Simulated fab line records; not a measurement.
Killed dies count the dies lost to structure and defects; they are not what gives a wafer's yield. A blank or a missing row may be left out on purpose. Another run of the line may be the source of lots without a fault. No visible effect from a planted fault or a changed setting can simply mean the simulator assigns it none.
Matching of chambers / flow n5_finfet / 4 sister chambers for N5_BEOL_M14_CMP_49 on cmp-02
The step polishes, stops on SiO2, t overpolish 5.2 s, target thk 560 nm. 16 wafers are shown with their chamber, then 8 later ones without.

== WAFERS, EACH WITH ITS CHAMBER ==
wafer=L076.1; chamber=1; motor_current_A (A)=7.9; barrier_field_endpoint_s (s)=11.05; overpolish_run_s (s)=5.200
wafer=L076.3; chamber=0; motor_current_A (A)=7.3; barrier_field_endpoint_s (s)=11.19; overpolish_run_s (s)=5.216
wafer=L076.5; chamber=0; motor_current_A (A)=7.2; barrier_field_endpoint_s (s)=11.16; overpolish_run_s (s)=5.216
wafer=L077.2; chamber=2; motor_current_A (A)=8.3; barrier_field_endpoint_s (s)=11.32; overpolish_run_s (s)=5.195
wafer=L077.5; chamber=3; motor_current_A (A)=7.0; barrier_field_endpoint_s (s)=10.98; overpolish_run_s (s)=5.194
wafer=L077.6; chamber=0; motor_current_A (A)=7.0; barrier_field_endpoint_s (s)=11.30; overpolish_run_s (s)=5.199
wafer=L089.1; chamber=1; motor_current_A (A)=7.8; barrier_field_endpoint_s (s)=11.28; overpolish_run_s (s)=5.227
wafer=L089.2; chamber=0; motor_current_A (A)=7.1; barrier_field_endpoint_s (s)=11.29; overpolish_run_s (s)=5.195
wafer=L089.5; chamber=3; motor_current_A (A)=7.2; barrier_field_endpoint_s (s)=11.28; overpolish_run_s (s)=5.195
wafer=L092.1; chamber=3; motor_current_A (A)=7.1; barrier_field_endpoint_s (s)=11.18; overpolish_run_s (s)=5.191
wafer=L092.2; chamber=1; motor_current_A (A)=8.0; barrier_field_endpoint_s (s)=11.45; overpolish_run_s (s)=5.196
wafer=L092.3; chamber=0; motor_current_A (A)=7.5; barrier_field_endpoint_s (s)=11.33; overpolish_run_s (s)=5.207
wafer=L095.2; chamber=3; motor_current_A (A)=7.3; barrier_field_endpoint_s (s)=11.24; overpolish_run_s (s)=5.193
wafer=L095.3; chamber=0; motor_current_A (A)=7.1; barrier_field_endpoint_s (s)=11.91; overpolish_run_s (s)=5.193
wafer=L095.4; chamber=2; motor_current_A (A)=8.3; barrier_field_endpoint_s (s)=11.67; overpolish_run_s (s)=5.201
wafer=L094.2; chamber=1; motor_current_A (A)=7.8; barrier_field_endpoint_s (s)=11.23; overpolish_run_s (s)=5.196

SIGNATURES, as means of the wafers listed above
reading=motor_current_A; chamber 0=7.200; chamber 1=7.875; chamber 2=8.300; chamber 3=7.150; scatter within a chamber=0.141
reading=barrier_field_endpoint_s; chamber 0=11.3633; chamber 1=11.2525; chamber 2=11.4950; chamber 3=11.1700; scatter within a chamber=0.219
reading=overpolish_run_s; chamber 0=5.20433; chamber 1=5.20475; chamber 2=5.19800; chamber 3=5.19325; scatter within a chamber=0.0101
Rule: distance of a wafer from a chamber = root of the sum over the readings of ((wafer's reading minus chamber's mean) / reading's scatter) squared. The wafer belongs to the nearest chamber; if the next one is less than 2 further off, it can't be placed. The scatter: the root of (the sum of the squares of (reading less its chamber's mean) over the shown wafers, divided by (wafers less chambers)).

== WAFERS WHOSE CHAMBER IS MISSING ==
wafer=L094.4; motor_current_A (A)=7.1; barrier_field_endpoint_s (s)=11.34; overpolish_run_s (s)=5.201
wafer=L094.5; motor_current_A (A)=8.2; barrier_field_endpoint_s (s)=11.18; overpolish_run_s (s)=5.191
wafer=L093.1; motor_current_A (A)=8.3; barrier_field_endpoint_s (s)=11.32; overpolish_run_s (s)=5.195
wafer=L093.4; motor_current_A (A)=8.2; barrier_field_endpoint_s (s)=11.28; overpolish_run_s (s)=5.200
wafer=L093.5; motor_current_A (A)=8.0; barrier_field_endpoint_s (s)=11.21; overpolish_run_s (s)=5.182
wafer=L096.2; motor_current_A (A)=8.4; barrier_field_endpoint_s (s)=11.35; overpolish_run_s (s)=5.190
wafer=L096.3; motor_current_A (A)=7.6; barrier_field_endpoint_s (s)=11.46; overpolish_run_s (s)=5.217
wafer=L096.6; motor_current_A (A)=7.5; barrier_field_endpoint_s (s)=11.20; overpolish_run_s (s)=5.203

== EACH ONE'S CHAMBER ==
wafer=L094.4; from the rows above=can't be placed: 0 or 3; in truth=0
wafer=L094.5; from the rows above=can't be placed: 2 or 1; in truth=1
wafer=L093.1; from the rows above=2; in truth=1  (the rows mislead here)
wafer=L093.4; from the rows above=can't be placed: 2 or 1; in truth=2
wafer=L093.5; from the rows above=can't be placed: 1 or 2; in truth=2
wafer=L096.2; from the rows above=2; in truth=2
wafer=L096.3; from the rows above=can't be placed: 1 or 0 or 3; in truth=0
wafer=L096.6; from the rows above=can't be placed: 0 or 3 or 1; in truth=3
Placed correctly: 1 of 8. Not placeable from these rows: 6 (in 6, the candidates include the true chamber). Number placed wrongly: 1.
